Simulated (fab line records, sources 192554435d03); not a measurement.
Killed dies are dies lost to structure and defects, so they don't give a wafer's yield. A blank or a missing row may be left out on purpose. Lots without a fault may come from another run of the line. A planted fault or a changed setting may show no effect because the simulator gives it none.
A struck lot beside a sound one | flow n5_finfet | 36 steps out of a route of 1938
Sound: wafers L723.3, L723.4, L723.5. Struck: wafers L718.2, L718.5. (L718.4 of the same lot was not struck and is left out.) The cause comes at the end.
At each step with rows: each side's tool, then ch and its chambers, then its first start. Under that, the readings that differ: sound wafers | struck wafers | difference of the means | sigmas: that difference in standard deviations of wafers without a fault.
alike: readings whose means differ by less than 2 such deviations, and words and numbers that are the same on both sides. not compared: withheld readings, readings that some wafer has no value for, bounds like >300 that may hide the same value, and numbers for which the record gives no deviation and whose values overlap.
The two part at a step that has a row with sigmas, a row that says differs or no value, or rows on one side only. Numbers that don't overlap but have no deviation are shown without sigmas and don't part them. A reading that every wafer of one side lacks parts them only if that side has two wafers or more.

first, 8 steps without rows for these wafers: N5_MOL_CONTACT_COAG_PRECLEAN_138 (cleans in alkaline clean, time 60 s); N5_MOL_CONTACT_COAG_SRD_139 (time 30 s); N5_MOL_CONTACT_COAG_PRE_CLEAN_121; N5_MOL_CONTACT_COAG_CVD_140 (deposits W, target thk 66.5 nm, time 215 s); N5_MOL_CONTACT_COAG_PRECLEAN_127 (cleans in DIW, time 57.5 s); N5_MOL_CONTACT_COAG_SRD_128 (dry time 32 s); N5_MOL_CONTACT_COAG_CMP_52 (polishes, stops on SiO2, t overpolish 1.5 s, target thk 66.5 nm); N5_MOL_CONTACT_COAG_ANNEAL_112 (time 1800 s).
N5_BEOL_M0_SAQP_PECVD_00: deposits SiCN from 3MS/NH3, target thk 8 nm, time 14 s.
  sound on pecvd-01 ch 0,2, day 10 23:23; struck on pecvd-03 ch 1,2, day 9 20:35
  reading                                         | sound     | struck | difference | sigmas
  model.SiCN_of_BEOL_M0_SAQP_PECVD_00.thk_nm (nm) | 8 8.2 8.2 | 8.8 9  | +0.8       |
  alike: showerhead_plenum_p_Torr, throttle_valve_pct
then, 25 steps without rows for these wafers: N5_BEOL_M0_SAQP_ILD_DEP_01 (deposits SiOC from DEMS/O2, target thk 45.419 nm, time 8.7 s); N5_BEOL_M0_SAQP_HM_DEP_02 (deposits TiN, target thk 12 nm); N5_BEOL_M0_SAQP_PECVD_03 (deposits SiCN from 3MS/NH3, target thk 12 nm, time 21.1 s); N5_BEOL_M0_SAQP_PECVD_96 (deposits a-Si from SiH4/He, target thk 45 nm, time 45.2 s); N5_BEOL_M0_SAQP_PECVD_97 (deposits SiNx from SiH4/NH3/N2, target thk 23 nm, time 19.9 s); N5_BEOL_M0_SAQP_PECVD_04 (deposits a-Si from SiH4/He, target thk 60 nm, time 60.2 s); N5_BEOL_M0_SAQP_HM_DEP_111 (deposits SiO2 from SiH4/N2O, target thk 12 nm, time 7.2 s); N5_BEOL_M0_SAQP_COAT_81 (time 60 s, resist thk 100 nm); N5_BEOL_M0_SAQP_COAT_82 (time 60 s, resist thk 30 nm); N5_BEOL_M0_SAQP_COAT_08 (resist thk 90 nm); N5_BEOL_M0_SAQP_EBR_10; N5_BEOL_M0_SAQP_SOFTBAKE_09 (time 60 s); N5_BEOL_M0_SAQP_EXPOSE_11 (exposes mask M0 CORE, target cd 42 nm); N5_BEOL_M0_SAQP_PEB_12 (peb time 60 s); N5_BEOL_M0_SAQP_DEVELOP_13 (develop time 30 s); N5_BEOL_M0_SAQP_DESCUM_19 (chemistry O2, time 7.9 s); N5_BEOL_M0_SAQP_ETCH_83 (etches SiARC in CF4, target depth 39 nm, time 65 s); N5_BEOL_M0_SAQP_ETCH_84 (etches SOC in N2/H2, target depth 100 nm, overetch 20 nm, time 150 s); N5_BEOL_M0_SAQP_STRIP_80 (strips in N2/H2); N5_BEOL_M0_SAQP_HM_OPEN_112 (chemistry CHF3/O2, target SiO2, stops on a-Si, target depth 12 nm, time 13.5 s); N5_BEOL_M0_SAQP_STRIP_113 (strips in CHF3/O2); N5_BEOL_M0_SAQP_MANDREL_ETCH_20 (etches a-Si in HBr/Cl2, stops on SiNx, target depth 60 nm, bt time 10 s, time 30 s); N5_BEOL_M0_SAQP_STRIP_86 (strips in N2/H2); N5_BEOL_M0_SAQP_STRIP_115 (strips in post etch residue remover, time 60 s); N5_BEOL_M0_SAQP_SRD_93 (time 30 s).
N5_BEOL_M0_ETCH_109: etches SiCN in CH3F/O2, target depth 8 nm, overetch 2.4 nm, time 27.4 s.
  sound on rie_diel-05 ch 1,2, day 11 07:52; struck on rie_diel-04 ch 3, day 10 06:37
  reading                  | sound             | struck      | difference | sigmas
  model.etch.depth_nm (nm) | 8.077 8.185 8.102 | 8.816 8.934 | +0.754     |
  alike: bias_w, drypump_motor_current_A, oes_product_au, rf_vpp_V, showerhead_plenum_p_Torr, throttle_valve_pct
  not compared: rf_hours_counter_h
N5_BEOL_M4_RC_MEAS_101:
  sound on prober-01 ch 0, day 13 06:36; struck on prober-02 ch 0, day 12 04:51
  reading       | sound       | struck  | difference | sigmas
  ION_P (uA/um) | 459 454 464 | 469 475 | +13        | +2
  alike: DIBL_N, DIBL_P, IOFF_N, IOFF_P, ION_N, SS_N, SS_P, VT_N, VT_P

WHERE THEY PART
Only at N5_BEOL_M4_RC_MEAS_101, within this record.

WHY: what the simulator had put in
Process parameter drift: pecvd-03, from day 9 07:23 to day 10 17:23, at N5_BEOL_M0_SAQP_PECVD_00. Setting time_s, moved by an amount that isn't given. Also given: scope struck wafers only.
